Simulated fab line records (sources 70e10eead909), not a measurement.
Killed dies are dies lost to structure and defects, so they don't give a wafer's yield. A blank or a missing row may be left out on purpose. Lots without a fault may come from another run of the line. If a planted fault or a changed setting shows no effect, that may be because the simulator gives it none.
Struck lot and sound lot, side by side | flow nand harc | 16 out of 1302 route steps
Sound: these wafers, L654.2, L654.3, L654.6. Wafers struck: L663.1, L663.2, L663.4. The cause is named last.
For every step that has rows: the tool of each side, followed by ch and its chambers, followed by its first start. Under that, the readings that differ: sound wafers | struck wafers | difference of the means | sigmas: that difference in standard deviations of wafers without a fault.
alike: words and numbers the same on both sides, and readings whose means are apart by under 2 such deviations; not compared: readings that were withheld, readings missing a value for some wafer, numbers with overlapping values and no deviation given by the record, and bounds like >300 which may hide the same value.
The two part at a step that has a row with sigmas, a row that says differs or no value, or rows on one side only. Non-overlapping numbers with no deviation appear without sigmas and do not part them. Lack of a reading on every wafer of one side parts them only where that side has two or more wafers.

NHARC_P_M2_ETCH_35: etches the open film in N2/H2, target depth 40 nm, overetch 12 nm, time 43.94 s.
  sound on rie diel-07 ch 0,2, day 10 02:33; struck on rie diel-07 ch 0,1,3, day 13 20:34
  reading               | sound             | struck            | difference | sigmas
  oes product au (a.u.) | 1.004 1.009 1.012 | 0.997 0.995 0.988 | -0.015     | -2
  alike: drypump motor current A, rf vpp V, showerhead plenum p Torr, throttle valve pct
  not compared: rf hours counter h
NHARC_P_M2_ETCH_15: etches the open film in C4F8/Ar, target depth 182.5 nm, time 91.2 s.
  sound: rie diel-07 ch 0,1,2; struck: rie diel-07 ch 0,1
  alike: oes product au, rf vpp V
  not compared: rf hours counter h
NHARC_P_M2_CD_MEAS_16:
  sound: cd sem-01 at day 10 02:46; struck: cd sem-03 at day 13 20:48
  reading    | sound             | struck            | difference | sigmas
  cd nm (nm) | 169.4 169.8 169.7 | 171.4 170.8 171.2 | +1.5       | +2
then, 5 steps without rows for these wafers: NHARC_P_M2_STRIP_18 (strips in N2/H2); NHARC_P_M2_ETCH_28 (etches the open film in CF4/N2, target depth 30 nm, time 72.99 s); NHARC_P_M2_STRIP_19 (strips in post etch residue remover, time 600 s); NHARC_P_M2_DEGAS_29 (time 60 s); NHARC_P_M2_PRE_CLEAN_30 (time 30 s).
NHARC_P_M2_PVD_20: deposits TaN, target thk 5 nm, time 8.06 s.
  sound on pvd sputter-03; struck on pvd sputter-03
  alike: throttle valve pct
NHARC_P_M2_PVD_21: deposits Cu, target thk 30 nm, time 20.49 s.
  sound on pvd sputter-03; struck on pvd sputter-03
  alike: throttle valve pct
then, 1 step without rows for these wafers: NHARC_P_M2_ECD_22 (material Cu, target thk 400 nm).
NHARC_P_M2_ANNEAL_31: time 90 s.
  sound on rtp anneal-01 ch 0, day 10 04:17; struck on rtp anneal-02 ch 0, day 13 22:17
  alike: wafer_temp_C_max
NHARC_P_M2_CMP_23: polishes, t overpolish 20 s, target thk 144.3 nm.
  sound on cmp-01 ch 0,2,3, day 10 04:39; struck on cmp-01 ch 0,2,3, day 13 22:37
  no value came back on the struck wafers for edge zone pressure frac, motor current A (A), time to endpoint s (s); on the sound wafers edge zone pressure frac reads 1.000 1.000 0.998
NHARC_P_M2_THK_MEAS_24: measures by xrf.
  sound: film metro-01 at day 10 04:55; struck: film metro-02 at day 13 22:56
  reading     | sound             | struck            | difference | sigmas
  thk nm (nm) | 145.7 145.7 145.1 | 399.7 395.9 399.3 | +252.8     | +99 or more
then, 1 step without rows for these wafers: NHARC_P_M2_SRD_25.
-- break in the record here, with 18 days between the starts of the struck wafers on either side (left off in module P_M2, picked up again in module END, where the first step shown is number 1302 on the route) --
NHARC_END_SORT_01:
  the record has rows for the struck wafers here (prober-02 ch 0, day 31 11:17) and none for the sound ones

== WHERE THEY PART ==
First at NHARC_P_M2_ETCH_35; last, within this record, at NHARC_END_SORT_01.

WHY: the cause the simulator had injected
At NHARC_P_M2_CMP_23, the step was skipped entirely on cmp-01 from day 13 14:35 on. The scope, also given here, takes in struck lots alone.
